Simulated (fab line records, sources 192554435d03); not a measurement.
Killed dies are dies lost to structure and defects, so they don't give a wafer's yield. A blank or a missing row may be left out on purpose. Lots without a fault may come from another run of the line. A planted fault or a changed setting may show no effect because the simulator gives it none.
Which tool did it? | flow n5_finfet | 11 lots, 33 wafers sampled, at 4 steps of a route of 1938

WHAT THE GAUGES READ, wafer by wafer
N5_BEOL_M11_RS_MEAS_57: measures by four-point-probe.
lot  | measured     | on            | M11_RS (ohm/sq)
L074 | day 11 09:23 | film_metro-01 | 0.152 0.153 0.149
L077 | day 12 14:47 | film_metro-01 | 0.157 0.154 0.149
L081 | day 13 04:53 | film_metro-02 | 0.154 0.156 0.154
L082 | day 13 13:26 | film_metro-01 | 0.150 0.150 0.150
L084 | day 13 17:04 | film_metro-01 | 0.152 0.154 0.156
L086 | day 14 14:38 | film_metro-01 | 0.156 0.152 0.155
L090 | day 15 00:31 | film_metro-01 | 0.154 0.149 0.153
L089 | day 15 04:53 | film_metro-02 | 0.151 0.152 0.151
L091 | day 15 17:56 | film_metro-01 | 0.152 0.153 0.155
L095 | day 16 07:58 | film_metro-02 | 0.146 0.152 0.159
L096 | day 17 10:19 | film_metro-01 | 0.148 0.157 0.153

WHICH TOOL RAN EACH LOT (tool, then ch and the chambers of the sampled wafers, then the start)
lot  | N5_BEOL_M11_DESCUM_16              | N5_BEOL_M11_STRIP_77                          | N5_BEOL_M11_SURFACE_TREAT_76
L074 | rie_diel-06 ch 1,2,3, day 11 03:49 | rie_diel-06 ch 0,3, day 11 08:10 or earlier   | pvd_sputter-03, day 11 08:10
L077 | rie_diel-03 ch 0,2,3, day 12 10:06 | rie_diel-06 ch 1,2,3, day 12 12:58 or earlier | pvd_sputter-03, day 12 12:58
L081 | rie_diel-05 ch 1,2, day 12 23:02   | rie_diel-06 ch 0,2,3, day 13 03:20 or earlier | pvd_sputter-03, day 13 03:20
L082 | rie_diel-03 ch 0,1,3, day 13 07:50 | rie_diel-03 ch 0,2, day 13 12:08 or earlier   | pvd_sputter-02, day 13 12:08
L084 | rie_diel-05 ch 2,3, day 13 12:52   | rie_diel-06 ch 0,2,3, day 13 15:43 or earlier | pvd_sputter-03, day 13 15:43
L086 | rie_diel-06 ch 0,1, day 14 08:50   | rie_diel-06 ch 0,1,3, day 14 11:44 or earlier | pvd_sputter-01, day 14 11:44
L090 | rie_diel-06 ch 2,3, day 14 20:42   | rie_diel-05 ch 0,1,3, day 14 23:13 or earlier | pvd_sputter-01, day 14 23:13
L089 | rie_diel-03 ch 0,1,2, day 14 22:41 | rie_diel-06 ch 0,2, day 15 03:35 or earlier   | pvd_sputter-01, day 15 03:35
L091 | rie_diel-05 ch 2,3, day 15 11:08   | rie_diel-05 ch 1,2,3, day 15 16:21 or earlier | pvd_sputter-01, day 15 16:21
L095 | rie_diel-06 ch 1,3, day 16 02:55   | rie_diel-03 ch 1,2,3, day 16 06:44 or earlier | pvd_sputter-03, day 16 06:44
L096 | rie_diel-03 ch 2,3, day 17 05:43   | rie_diel-06 ch 1,2,3, day 17 08:43 or earlier | pvd_sputter-02, day 17 08:43
- N5_BEOL_M11_DESCUM_16: chemistry O2, time 7.9 s.
- N5_BEOL_M11_STRIP_77: strips in N2/H2, time 10 s.
- N5_BEOL_M11_SURFACE_TREAT_76

THE ANSWER, worked out from the rows above alone
Rule: what is usual is taken from the lots themselves. Put in order of their means at a reading, lots are off if they are a third of the lots or fewer, leave a main group of 4 or more, and stand apart from it by a gap of 3 or more times the standard deviation of the main group's means; of several such gaps the widest counts. A main group whose means are all the same, to the digits that the tables above print for the reading, isn't used. A lot without any number at a reading at which 4 lots or more have one is off too. The other lots that the step has rows for count as sound.
No lot is off at any reading shown: from this, nothing can be told.

WHAT THE SIMULATOR HAD PUT IN
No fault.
